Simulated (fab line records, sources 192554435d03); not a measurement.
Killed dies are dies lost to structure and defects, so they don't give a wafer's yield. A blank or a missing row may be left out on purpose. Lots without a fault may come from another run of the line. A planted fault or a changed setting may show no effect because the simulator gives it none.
Chamber matching | flow n5_finfet | N5_STI_FIN_REVEAL_ALD_00 on ald_sin-02: 4 sister chambers
The step deposits SiO2, target thk 1 nm, pulse time 1 s. 8 wafers are shown with their chamber, then 8 later ones without.

WAFERS WITH THEIR CHAMBER
wafer  | chamber | heater_power_w (W) | precursor_pulse_height_rel
L081.4 | 0       | 438                | 0.990
L081.6 | 3       | 510                | 0.978
L085.4 | 3       | 496                | 1.023
L085.5 | 2       | 431                | 0.984
L086.1 | 2       | 444                | 0.959
L086.3 | 1       | 499                | 0.989
L086.5 | 1       | 507                | 1.029
L089.1 | 0       | 433                | 1.049

WAFERS WITHOUT THEIR CHAMBER
wafer  | heater_power_w (W) | precursor_pulse_height_rel
L089.2 | 437                | 0.998
L089.6 | 495                | 0.979
L094.1 | 507                | 1.002
L094.3 | 504                | 0.981
L094.5 | 434                | 1.010
L095.4 | 507                | 0.959
L095.5 | 447                | 0.993
L095.6 | 509                | 1.010

WHICH CHAMBER EACH WENT THROUGH
wafer  | from the rows above     | in truth
L089.2 | can't be placed: 0 or 2 | 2
L089.6 | can't be placed: 3 or 1 | 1
L094.1 | can't be placed: 3 or 1 | 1
L094.3 | can't be placed: 3 or 1 | 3
L094.5 | can't be placed: 0 or 2 | 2
L095.4 | can't be placed: 3 or 1 | 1
L095.5 | can't be placed: 2 or 0 | 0
L095.6 | can't be placed: 1 or 3 | 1
Placed correctly: 0 of 8. Can't be placed from these rows: 8 (the true chamber is among the candidates in 8). Placed wrongly: 0.
How it was worked out, from the rows above alone: a wafer's distance from a chamber is the root of the sum, over the readings, of the square of ((its reading less the chamber's mean) divided by the reading's scatter). The wafer belongs to the nearest chamber; if the next one is less than 2 further off, it can't be placed. A chamber's mean is the mean of its shown wafers. The scatter: the root of (the sum of the squares of (reading less its chamber's mean) over the shown wafers, divided by (wafers less chambers)).
